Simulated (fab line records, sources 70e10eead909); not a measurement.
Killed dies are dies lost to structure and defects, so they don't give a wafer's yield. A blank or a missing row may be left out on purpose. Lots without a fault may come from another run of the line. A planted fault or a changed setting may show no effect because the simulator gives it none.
fab line records | flow nand_harc | part 1 of 2: steps 1 to 26 of 34
record lots=5 wafers=15 last_day=34
route steps=1302 shown A_M0@1157 A_M1@1169
lots that met no fault: from a run of the same line without faults
start_h: hours from the record's first day to the start of the lot's first wafer shown | wait_h: hours since the lot's step before | " the same as in the row above | L1.1+2: a row that stands for several wafers | - no value, or no start given | * or withheld: withheld | < > ~ a bound
route shown NAME@n: a module of which the file shows steps, and the number in the route of the first | usual: mean/standard deviation of fault-free wafers | same: alike in all rows | chamber/n: place in a boat | sites: the reading at each site | _std_site: their standard deviation | _edge_site: outer sites' mean less inner sites' | radius_mm: how far each site lies from the wafer's centre | mask NAME#n: copy n | behind: the tool/chamber that last shaped the wafer | hold: why the lot was held/for how many hours/how that ended | device: the transistor (n, p or np) that didn't switch | end of line: the same wafers' tests at the end of the route | a step without rows: its recipe alone | killed: dies lost to structure and defects at the first sort, not the wafer's yield | map: a wafer's dies, x killed, . not, _ none there
set.NAME: the setting as run; set.NAME@STEP: as run at that earlier step | model.NAME: the simulator's own value behind a step, which no gauge read
lots at some steps of the route; a table a step, a row a wafer
services: from which hour (start_h, from the record's first day; less than 0 if before it) a tool's chamber was out of use, for how many hours, and why
## steps
# step NHARC_A_M0_PRE_CLEAN_29
# recipe time_s=30 temp_c=280 gas=H2/He
# usual heater_power_w=406/42
# columns lot.wafer tool chamber start_h wait_h heater_power_w
L075.2 pvd_sputter-01 - - - 431
L075.1 " - " " 433
L075.5 " - " " 424
L081.3 pvd_sputter-03 - - - 389
L081.2 " - " " 441
L081.6 " - " " 401
L083.4 pvd_sputter-02 - - - 414
L083.2 " - " " 337
L083.5 " - " " 402
L091.2 pvd_sputter-03 - - - 429
L091.3 " - " " 387
L091.5 " - " " 444
L097.1 pvd_sputter-02 - - - 332
L097.5 " - " " 408
L097.6 " - " " 315
# step NHARC_A_M0_PVD_20
# recipe target_thk_a=50 bias_v=168.6 power_w=15000 chamber_pressure_pa=0.12 time_s=8.06 substrate_temp_c=50 material=TaN
# usual substrate_temp_c=50.02/0.12 throttle_valve_pct=29.9/0.58
# columns lot.wafer tool chamber start_h wait_h substrate_temp_c throttle_valve_pct
L075.1 pvd_sputter-01 - - - 50.02 29.5
L075.2 " - " " 50.02 30.0
L075.5 " - " " 49.87 29.4
L081.3 pvd_sputter-03 - - - 50.00 29.5
L081.2 " - " " 49.96 30.5
L081.6 " - " " 50.05 29.5
L083.2 pvd_sputter-02 - - - 49.92 29.8
L083.4 " - " " 50.06 30.8
L083.5 " - " " 49.93 29.7
L091.2 pvd_sputter-03 - - - 50.18 29.5
L091.3 " - " " 49.93 29.8
L091.5 " - " " 50.14 29.9
L097.1 pvd_sputter-02 - - - 49.87 30.0
L097.5 " - " " 49.97 29.9
L097.6 " - " " 50.25 30.2
# step NHARC_A_M0_PVD_21
# recipe target_thk_a=300 chamber_pressure_pa=5 power_w=5000 substrate_temp_c=30 time_s=20.49 material=Cu
# usual substrate_temp_c=30.00/0.11 throttle_valve_pct=29.9/0.6
# columns lot.wafer tool chamber start_h wait_h substrate_temp_c throttle_valve_pct
L075.2 pvd_sputter-01 - - - 30.23 30.2
L075.1 " - " " 29.76 29.4
L075.5 " - " " 30.07 29.5
L081.3 pvd_sputter-03 - - - 29.99 29.8
L081.2 " - " " 30.03 29.9
L081.6 " - " " 29.92 29.8
L083.2 pvd_sputter-02 - - - 30.14 29.9
L083.4 " - " " 30.01 31.3
L083.5 " - " " 30.00 30.9
L091.3 pvd_sputter-03 - - - 30.02 30.1
L091.2 " - " " 29.97 29.8
L091.5 " - " " 30.00 29.7
L097.1 pvd_sputter-02 - - - 29.96 29.7
L097.6 " - " " 29.89 30.3
L097.5 " - " " 29.98 31.5
# step NHARC_A_M0_ECD_22
# recipe target_thk_a=4000 bath_temp_c=25 material=Cu
# usual bath_temp_c=25.00/0.11
# columns lot.wafer tool chamber start_h wait_h bath_temp_c
L075.1 ecd_cu-02 1 545.48 - 25.05
L075.2 " 0 " " 24.97
L075.5 " 0 " " 24.97
L081.2 ecd_cu-02 1 610.45 - 25.08
L081.3 " 0 " " 24.84
L081.6 " 0 " " 24.95
L083.2 ecd_cu-01 1 647.56 - 25.01
L083.4 " 0 " " 24.93
L083.5 " 0 " " 24.94
L091.2 ecd_cu-02 0 695.40 - 24.94
L091.3 " 1 " " 24.86
L091.5 " 1 " " 24.83
L097.1 ecd_cu-01 0 772.36 - 24.96
L097.5 " 1 " " 25.06
L097.6 " 0 " " 24.99
# step NHARC_A_M0_ANNEAL_30
# recipe temp_c=225 time_s=90
# usual wafer_temp_C_max=226.7/0.36
# columns lot.wafer tool chamber start_h wait_h wafer_temp_C_max
L075.1 rtp_anneal-01 0 545.86 0.3 226.7
L075.2 " 0 " " 226.9
L075.5 " 0 " " 227.0
L081.2 rtp_anneal-01 0 610.83 - 226.5
L081.3 " 0 " " 226.5
L081.6 " 0 " " 226.9
L083.2 rtp_anneal-01 0 647.99 0.4 226.7
L083.4 " 0 " " 226.5
L083.5 " 0 " " 226.9
L091.2 rtp_anneal-01 0 695.78 - 226.9
L091.3 " 0 " " 226.9
L091.5 " 0 " " 226.3
L097.1 rtp_anneal-01 0 772.68 - 226.2
L097.5 " 0 " " 226.5
L097.6 " 0 " " 226.6
# step NHARC_A_M0_CMP_23
# recipe t_overpolish_s=20 target_thk_nm=113.75
# usual motor_current_A=12.2/0.85 slurry_flow_ml_min=150.1/0.41 time_to_endpoint_s=29.3/2.1
# columns lot.wafer tool chamber start_h wait_h motor_current_A slurry_flow_ml_min time_to_endpoint_s
L075.1 cmp-04 0 546.20 - 11.1 150.0 27.9
L075.2 " 3 " " 11.0 149.5 27.0
L075.5 " 0 " " 11.2 150.7 29.1
L081.2 cmp-04 0 611.15 - 11.6 149.5 33.9
L081.3 " 1 " " 10.9 150.6 31.0
L081.6 " 0 " " 11.7 149.5 31.1
L083.4 cmp-04 0 648.29 - 11.1 150.8 30.5
L083.2 " 1 " " 10.6 150.2 29.6
L083.5 " 1 " " 11.0 150.5 31.0
L091.3 cmp-01 3 696.10 - 12.9 150.5 30.7
L091.2 " 0 " " 12.5 150.0 32.9
L091.5 " 3 " " 12.8 150.2 29.8
L097.1 cmp-02 3 773.03 - 11.2 149.7 30.1
L097.6 " 3 " " 11.2 149.7 30.4
L097.5 " 0 " " 12.8 149.6 30.1
# step NHARC_A_M0_THK_MEAS_24
# recipe thk_meas_gauge=xrf
# usual thk_nm=114.3/1.5
# columns lot.wafer tool chamber start_h wait_h thk_nm
L075.1 film_metro-01 - 546.51 - 114.4
L075.2 " - " " 116.4
L075.5 " - " " 114.2
L081.2 film_metro-02 - 611.44 - 115.3
L081.3 " - " " 115.8
L081.6 " - " " 112.8
L083.2 film_metro-02 - 648.61 - 116.1
L083.4 " - " " 113.7
L083.5 " - " " 114.8
L091.2 film_metro-01 - 696.39 - 117.3
L091.3 " - " " 114.4
L091.5 " - " " 114.3
L097.1 film_metro-01 - 773.34 - 114.9
L097.5 " - " " 113.2
L097.6 " - " " 114.9
# step NHARC_A_M0_SRD_25
# columns lot.wafer tool chamber start_h wait_h
L075.2+5+1 wet_bench-10 0,1,2 546.56 0.1
L081.3+2+6 wet_bench-10 4,5,6 611.49 0.0
L083.4+2+5 wet_bench-10 6,7,2 648.66 0.1
L091.5+3+2 wet_bench-08 2,4,7 696.43 0.0
L097.6+1+5 wet_bench-08 6,7,1 773.38 0.0
# step NHARC_A_M0_INSPECT_27
# usual raw_defect_count=491/99
# columns lot.wafer tool chamber start_h wait_h raw_defect_count
L075.1 defect_inspect-02 - 546.67 0.0 394
L075.2 " - " " 372
L075.5 " - " " 472
L081.2 defect_inspect-01 - 611.60 0.0 538
L081.3 " - " " 603
L081.6 " - " " 471
L083.2 defect_inspect-02 - 648.78 0.0 465
L083.4 " - " " 519
L083.5 " - " " 356
L091.2 defect_inspect-02 - 696.54 0.0 648
L091.3 " - " " 539
L091.5 " - " " 432
L097.1 defect_inspect-02 - 773.49 0.0 559
L097.5 " - " " 450
L097.6 " - " " 480
# step NHARC_A_M0_PRE_CLEAN_31
# recipe time_s=12 temp_c=370 rf_power_w=300 gas=NH3
# usual heater_power_w=621/74
# columns lot.wafer tool chamber start_h wait_h heater_power_w
L075.1 pecvd-03 0 546.73 0.1 626
L075.2 " 1 " " 489
L075.5 " 0 " " 629
L081.2 pecvd-04 2 611.66 0.1 605
L081.3 " 0 " " 565
L081.6 " 0 " " 567
L083.2 pecvd-02 0 648.84 0.1 645
L083.4 " 1 " " 657
L083.5 " 2 " " 624
L091.2 pecvd-02 1 696.62 0.1 643
L091.3 " 2 " " 593
L091.5 " 0 " " 586
L097.1 pecvd-04 1 773.56 0.1 805
L097.6 " 1 " " 791
L097.5 " 0 " " 497
# step NHARC_A_M0_DEP_32
# recipe target_thk_a=300 temp_c=370 target_thk_nm=30 pressure_torr=3 flow_sccm=200 rf_w=450 material=SiCN
# usual heater_power_w=572/78
# columns lot.wafer tool chamber start_h wait_h heater_power_w
L075.1 pecvd-03 0 546.81 0.1 631
L075.2 " 1 " " 422
L075.5 " 0 " " 625
L081.2 pecvd-04 2 611.74 0.1 566
L081.3 " 0 " " 421
L081.6 " 0 " " 426
L083.2 pecvd-02 0 648.92 0.1 487
L083.4 " 1 " " 580
L083.5 " 2 " " 612
L091.2 pecvd-02 1 696.73 0.1 556
L091.3 " 2 " " 616
L091.5 " 0 " " 506
L097.1 pecvd-04 1 773.64 0.1 742
L097.6 " 1 " " 752
L097.5 " 0 " " 514
# step NHARC_A_M1_DEP_00
# recipe target_thk_a=1825 target_thk_nm=182.5 temp_c=withheld pressure_torr=5 flow_sccm=200 rf_w=600 material=SiOC
# columns lot.wafer tool chamber start_h wait_h
L075.2+1+5 pecvd-02 2,0,0 547.27 -
L081.2+3+6 pecvd-04 1,2,0 - -
L083.2+5+4 pecvd-04 2,1,2 649.43 -
L091.2+3+5 pecvd-03 0,1,1 697.15 -
L097.1+6+5 pecvd-03 2,2,1 774.06 -
# step NHARC_A_M1_DEHYDRATE_01
# recipe temp_c=150 time_s=120
# usual resist_line_temp_C=22.98/0.11
# columns lot.wafer tool chamber start_h wait_h resist_line_temp_C
L075.1 litho_track-04 0 547.63 - 22.91
L075.2 " 0 " " 23.08
L075.5 " 0 " " 22.96
L081.2 litho_track-06 0 612.54 - 22.74
L081.3 " 0 " " 22.75
L081.6 " 0 " " 23.05
L083.2 litho_track-06 0 649.75 - 23.20
L083.4 " 0 " " 23.08
L083.5 " 0 " " 23.12
L091.2 litho_track-01 0 697.51 - 22.93
L091.3 " 0 " " 22.89
L091.5 " 0 " " 23.06
L097.1 litho_track-01 0 774.46 - 23.01
L097.5 " 0 " " 23.02
L097.6 " 0 " " 22.98
# step NHARC_A_M1_HMDS_02
# recipe time_s=30
# usual resist_line_temp_C=22.98/0.11
# columns lot.wafer tool chamber start_h wait_h resist_line_temp_C
L075.1 litho_track-04 0 - - 23.17
L075.2 " 0 " " 23.17
L075.5 " 0 " " 23.05
L081.2 litho_track-06 0 - - 22.92
L081.3 " 0 " " 23.04
L081.6 " 0 " " 22.82
L083.2 litho_track-06 0 - - 22.84
L083.4 " 0 " " 23.00
L083.5 " 0 " " 23.10
L091.2 litho_track-01 0 - - 23.19
L091.3 " 0 " " 23.02
L091.5 " 0 " " 22.98
L097.1 litho_track-01 0 - - 22.90
L097.5 " 0 " " 22.98
L097.6 " 0 " " 23.00
# step NHARC_A_M1_COAT_34
# recipe temp_c=200 time_s=65
# usual resist_line_temp_C=22.99/0.094
# columns lot.wafer tool chamber start_h wait_h resist_line_temp_C
L075.1 litho_track-04 0 - - 23.05
L075.2 " 0 " " 23.19
L075.5 " 0 " " 23.00
L081.2 litho_track-06 0 - - 22.91
L081.3 " 0 " " 22.81
L081.6 " 0 " " 22.93
L083.2 litho_track-06 0 - - 22.84
L083.4 " 0 " " 22.94
L083.5 " 0 " " 22.86
L091.2 litho_track-01 0 - - 23.17
L091.3 " 0 " " 23.21
L091.5 " 0 " " 23.13
L097.1 litho_track-01 0 - - 23.06
L097.5 " 0 " " 23.00
L097.6 " 0 " " 22.80
# step NHARC_A_M1_COAT_03
# recipe spin_rpm=1500 resist_thk_nm=90
# usual resist_line_temp_C=23.00/0.11
# columns lot.wafer tool chamber start_h wait_h resist_line_temp_C
L075.1 litho_track-04 0 - - 22.68
L075.2 " 0 " " 22.93
L075.5 " 0 " " 22.88
L081.2 litho_track-06 0 - - 22.85
L081.3 " 0 " " 23.17
L081.6 " 0 " " 23.07
L083.2 litho_track-06 0 - - 23.01
L083.4 " 0 " " 23.03
L083.5 " 0 " " 22.73
L091.2 litho_track-01 0 - - 22.91
L091.3 " 0 " " 23.06
L091.5 " 0 " " 22.94
L097.1 litho_track-01 0 - - 22.98
L097.5 " 0 " " 22.99
L097.6 " 0 " " 22.94
# step NHARC_A_M1_SOFTBAKE_04
# recipe temp_c=105 time_s=55
# usual resist_line_temp_C=23.02/0.11
# columns lot.wafer tool chamber start_h wait_h resist_line_temp_C
L075.1 litho_track-04 0 - - 22.98
L075.2 " 0 " " 23.11
L075.5 " 0 " " 22.98
L081.2 litho_track-06 0 - - 23.13
L081.3 " 0 " " 23.05
L081.6 " 0 " " 23.09
L083.2 litho_track-06 0 - - 22.95
L083.4 " 0 " " 22.75
L083.5 " 0 " " 22.89
L091.2 litho_track-01 0 - - 23.15
L091.3 " 0 " " 23.20
L091.5 " 0 " " 23.02
L097.1 litho_track-01 0 - - 22.93
L097.5 " 0 " " 22.95
L097.6 " 0 " " 22.99
# step NHARC_A_M1_EBR_05
# usual resist_line_temp_C=23.00/0.11
# columns lot.wafer tool chamber start_h wait_h resist_line_temp_C
L075.1 litho_track-04 0 - - 22.84
L075.2 " 0 " " 22.86
L075.5 " 0 " " 22.95
L081.2 litho_track-06 0 - - 23.01
L081.3 " 0 " " 22.91
L081.6 " 0 " " 23.02
L083.2 litho_track-06 0 - - 23.14
L083.4 " 0 " " 23.14
L083.5 " 0 " " 23.05
L091.2 litho_track-01 0 - - 23.18
L091.3 " 0 " " 23.22
L091.5 " 0 " " 23.09
L097.1 litho_track-01 0 - - 23.09
L097.5 " 0 " " 22.95
L097.6 " 0 " " 23.04
# step NHARC_A_M1_EXPOSE_06
# recipe na=1.35 target_cd_nm=120 dose_mj=75.13 mask_id=A_M1
# columns lot.wafer tool chamber start_h wait_h mask
L075.1+2+5 arfi_scanner-01 0 547.79 - A_M1#0
L081.2+3+6 arfi_scanner-03 0 612.71 - A_M1#0
L083.2+4+5 arfi_scanner-03 0 650.04 - A_M1#0
L091.2+3+5 arfi_scanner-02 0 697.67 - A_M1#0
L097.1+5+6 arfi_scanner-01 0 774.62 - A_M1#0
# step NHARC_A_M1_PEB_07
# recipe peb_temp_c=100 peb_time_s=65
# usual resist_line_temp_C=22.99/0.099
# columns lot.wafer tool chamber start_h wait_h resist_line_temp_C
L075.1 litho_track-01 0 547.85 0.1 22.98
L075.2 " 0 " " 22.91
L075.5 " 0 " " 23.00
L081.2 litho_track-04 0 612.77 0.1 22.77
L081.3 " 0 " " 22.89
L081.6 " 0 " " 22.85
L083.2 litho_track-01 0 650.10 0.1 23.00
L083.4 " 0 " " 23.05
L083.5 " 0 " " 22.91
L091.2 litho_track-06 0 697.73 0.1 22.98
L091.3 " 0 " " 23.05
L091.5 " 0 " " 23.11
L097.1 litho_track-06 0 774.68 0.1 23.03
L097.5 " 0 " " 23.21
L097.6 " 0 " " 23.14
# step NHARC_A_M1_DEVELOP_08
# recipe develop_time_s=35 dev_temp_c=23
# usual resist_line_temp_C=23.02/0.11
# columns lot.wafer tool chamber start_h wait_h resist_line_temp_C
L075.1 litho_track-01 0 - - 22.95
L075.2 " 0 " " 22.97
L075.5 " 0 " " 23.12
L081.2 litho_track-04 0 - - 23.02
L081.3 " 0 " " 23.07
L081.6 " 0 " " 22.93
L083.2 litho_track-01 0 - - 23.08
L083.4 " 0 " " 23.02
L083.5 " 0 " " 22.89
L091.2 litho_track-06 0 - - 22.91
L091.3 " 0 " " 22.92
L091.5 " 0 " " 22.96
L097.1 litho_track-06 0 - - 23.15
L097.5 " 0 " " 23.00
L097.6 " 0 " " 23.00
# step NHARC_A_M1_CD_MEAS_09
# recipe target_cd_nm=120 landing_energy_ev=500
# usual cd_nm=120.0/0.48
# columns lot.wafer tool chamber start_h wait_h cd_nm
L075.1 cd_sem-02 0 547.93 - 120.0
L075.2 " 0 " " 119.6
L075.5 " 0 " " 120.1
L081.2 cd_sem-02 0 612.85 - 120.0
L081.3 " 0 " " 119.6
L081.6 " 0 " " 120.0
L083.2 cd_sem-02 0 650.18 - 120.2
L083.4 " 0 " " 120.3
L083.5 " 0 " " 120.9
L091.2 cd_sem-03 0 697.81 - 120.0
L091.3 " 0 " " 120.7
L091.5 " 0 " " 120.1
L097.1 cd_sem-03 0 774.76 - 120.0
L097.5 " 0 " " 120.1
L097.6 " 0 " " 119.8
# step NHARC_A_M1_OVL_MEAS_10
# recipe pitch_nm=240
# usual overlay_x_nm=0.1/0.84 overlay_y_nm=0.0/0.82
# columns lot.wafer tool chamber start_h wait_h overlay_x_nm overlay_y_nm
L075.1 overlay-01 - 548.02 - 1.1 -0.6
L075.2 " - " " 1.3 -1.0
L075.5 " - " " 0.5 -0.5
L081.2 overlay-01 - 612.93 - 0.6 -0.6
L081.3 " - " " 1.1 -0.8
L081.6 " - " " 0.7 -0.4
L083.2 overlay-01 - 650.26 - 1.1 0.2
L083.4 " - " " 1.5 -0.5
L083.5 " - " " 0.9 -0.9
L091.2 overlay-01 - 697.90 - 0.4 0.3
L091.3 " - " " 0.3 -0.2
L091.5 " - " " 0.8 0.7
L097.1 overlay-02 - 774.85 - 0.1 -0.1
L097.5 " - " " 0.4 -0.3
L097.6 " - " " 0.4 -0.2
# step NHARC_A_M1_INSPECT_11
# usual raw_defect_count=76/38
# columns lot.wafer tool chamber start_h wait_h raw_defect_count
L075.1 defect_inspect-01 - 548.06 0.0 99
L075.2 " - " " 116
L075.5 " - " " 125
L081.2 defect_inspect-02 - 612.97 0.0 143
L081.3 " - " " 159
L081.6 " - " " 127
L083.2 defect_inspect-01 - 650.30 0.0 15
L083.4 " - " " 13
L083.5 " - " " 20
L091.2 defect_inspect-01 - 697.94 0.0 18
L091.3 " - " " 37
L091.5 " - " " 27
L097.1 defect_inspect-02 - 774.89 0.0 47
L097.5 " - " " 54
L097.6 " - " " 47
# step NHARC_A_M1_DESCUM_14
# recipe time_s=3 o2_flow_sccm=200 ar_flow_sccm=0 bias_power_w=0 chemistry=O2
# usual drypump_motor_current_A=5.7/0.34 oes_product_au=0.997/0.01 rf_vpp_V=58.0/0.89 showerhead_plenum_p_Torr=1.96/0.076 throttle_valve_pct=11.311/0.0084
# columns lot.wafer tool chamber start_h wait_h drypump_motor_current_A oes_product_au rf_hours_counter_h rf_vpp_V showerhead_plenum_p_Torr throttle_valve_pct
L075.1 rie_diel-02 2 548.12 0.1 5.6 1.004 5 58.5 2.04 11.311
L075.2 " 0 " " 5.0 1.004 5 59.3 1.95 11.305
L075.5 " 2 " " 5.6 1.002 - 58.3 2.04 11.325
L081.3 rie_diel-02 2 613.03 0.1 5.6 0.995 0 56.6 2.04 11.313
L081.2 " 1 " " 5.7 1.007 0 57.0 1.91 11.311
L081.6 " 3 " " 6.2 1.019 - 57.1 1.93 11.308
L083.2 rie_diel-02 1 650.37 0.1 5.7 0.990 2 57.9 1.91 11.312
L083.4 " 3 " " 6.2 1.005 2 57.1 1.93 11.315
L083.5 " 1 " " 5.7 0.997 - 57.4 1.91 11.306
L091.2 rie_diel-04 2 698.01 0.1 5.4 0.985 10 58.2 1.88 11.304
L091.3 " 3 " " 6.1 1.021 9 58.4 1.97 11.293
L091.5 " 0 " " 6.2 0.999 - 59.4 1.93 11.315
L097.1 rie_diel-13 0 774.96 0.1 5.8 1.004 3 56.5 1.78 11.299
L097.5 " 3 " " 6.1 0.987 - 56.9 2.03 11.314
L097.6 " 0 " " 5.8 1.009 - 56.7 1.78 11.319
# step NHARC_A_M1_ETCH_35
# recipe target_depth_a=400 overetch_a=120 time_s=43.94 ion_energy_ev=200 n2_flow_sccm=150 h2_flow_sccm=150 ar_flow_sccm=0 rf_w=400 bias_w=150 chemistry=N2/H2
# usual drypump_motor_current_A=5.7/0.34 oes_product_au=0.999/0.011 rf_vpp_V=431.7/2.5 showerhead_plenum_p_Torr=2.08/0.087 throttle_valve_pct=14.171/0.009
# columns lot.wafer tool chamber start_h wait_h drypump_motor_current_A oes_product_au rf_hours_counter_h rf_vpp_V showerhead_plenum_p_Torr throttle_valve_pct
L075.2 rie_diel-02 1 548.20 0.1 5.8 1.006 5 430.0 2.04 14.164
L075.1 " 0 " " 5.0 0.998 5 433.1 2.08 14.170
L075.5 " 2 " " 5.6 0.997 - 433.9 2.18 14.165
L081.2 rie_diel-02 3 613.13 0.1 6.2 1.013 0 431.8 2.06 14.165
L081.3 " 0 " " 5.0 0.993 0 431.8 2.08 14.157
L081.6 " 1 " " 5.7 1.001 - 431.3 2.04 14.180
L083.2 rie_diel-02 3 650.45 0.1 6.2 1.009 2 430.9 2.06 14.181
L083.4 " 1 " " 5.7 1.004 2 430.8 2.04 14.178
L083.5 " 3 " " 6.2 1.011 - 430.7 2.06 14.179
L091.3 rie_diel-04 2 698.08 0.1 5.3 0.977 10 429.1 2.00 14.173
L091.2 " 3 " " 6.1 1.009 9 432.0 2.10 14.170
L091.5 " 3 " " 6.1 1.012 - 433.8 2.10 14.174
L097.1 rie_diel-13 1 775.05 0.1 5.3 0.985 3 433.0 2.11 14.172
L097.6 " 2 " " 5.6 1.003 - 433.9 2.16 14.161
L097.5 " 3 " " 6.1 0.998 - 435.0 2.17 14.168
